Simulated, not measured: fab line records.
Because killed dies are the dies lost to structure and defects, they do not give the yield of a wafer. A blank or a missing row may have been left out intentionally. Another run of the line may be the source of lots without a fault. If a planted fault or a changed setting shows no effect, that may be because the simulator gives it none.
Which tool was responsible? | flow nand-harc | 18 wafers from 6 lots sampled at 5 of the route's 1159 steps

== WHAT EACH GAUGE READ, for each wafer ==
NHARC_END_SORT_01.
lot  | measured     | on        | killed-at-periphery
L429 | day 20 15:53 | prober-02 | 6 4 8
L436 | day 22 09:04 | prober-01 | 0 0 0
L445 | day 24 23:52 | prober-02 | 0 1 1

== WHAT TOOL EACH LOT RAN ON (gives the tool, then ch and the chambers of the sampled wafers, and finally the start) ==
lot  | NHARC_A_STAIRCASE_STRIP_238          | NHARC_A_STAIRCASE_HM_OPEN_460                 | NHARC_A_STAIRCASE_HM_DEP_462  | NHARC_A_STAIRCASE_STRIP_316
L424 | plasma-asher-02 ch 0,1, day 11 00:11 | rie-diel-03 ch 1,2,3, day 11 10:34 or earlier | acl-dep-02 ch 0, day 11 10:34 | rie-diel-02 ch 0,2,3, no start
L426 | plasma-asher-01 ch 0,1, day 11 20:03 | rie-diel-02 ch 1,3, day 12 05:59 or earlier   | acl-dep-02 ch 0, day 12 05:59 | rie-diel-11 ch 0,2,3, no start
L429 | plasma-asher-02 ch 0,1, day 12 07:04 | rie-diel-11 ch 1,2, day 12 15:50 or earlier   | acl-dep-02 ch 0, day 12 15:50 | rie-diel-03 ch 2,3, day 20 15:53 or earlier
L436 | plasma-asher-02 ch 0,1, day 14 15:56 | rie-diel-11 ch 0,1,3, day 15 01:15 or earlier | acl-dep-02, day 15 01:15      | rie-diel-03 ch 1,2,3, day 22 09:04 or earlier
L439 | plasma-asher-02 ch 0,1, day 14 20:31 | rie-diel-02 ch 0,2,3, day 15 06:21 or earlier | acl-dep-03 ch 0, day 15 06:21 | rie-diel-02 ch 1,2, no start
L445 | plasma-asher-01 ch 0,1, day 16 14:01 | rie-diel-03 ch 0,2, day 17 01:02 or earlier   | acl-dep-02 ch 0, day 17 01:02 | rie-diel-11 ch 2,3, day 24 23:52 or earlier
- NHARC_A_STAIRCASE_STRIP_238: strips in O2.
- NHARC_A_STAIRCASE_HM_OPEN_460: chemistry O2/COS.
- NHARC_A_STAIRCASE_HM_DEP_462: deposits aC, target thk 800 nm.
- NHARC_A_STAIRCASE_STRIP_316: strips in O2.

== THE ANSWER, worked out from the rows above alone ==
Rule: what is usual is taken from the lots themselves. The widest of any qualifying gaps counts: lots, ordered by their means at a reading, are off when they make up no more than a third of the lots, leave a main group of 4 or more, and stand apart from it by 3 or more times the standard deviation of that group's means. A main group whose means are all the same, to the digits that the tables above print for the reading, isn't used. A lot without any number at a reading at which 4 lots or more have one is off too. Any other lot the step has rows for is counted as sound.
No lot is off on any of the readings shown, so nothing can be concluded from this.

== WHAT THE SIMULATOR HAD PUT IN ==
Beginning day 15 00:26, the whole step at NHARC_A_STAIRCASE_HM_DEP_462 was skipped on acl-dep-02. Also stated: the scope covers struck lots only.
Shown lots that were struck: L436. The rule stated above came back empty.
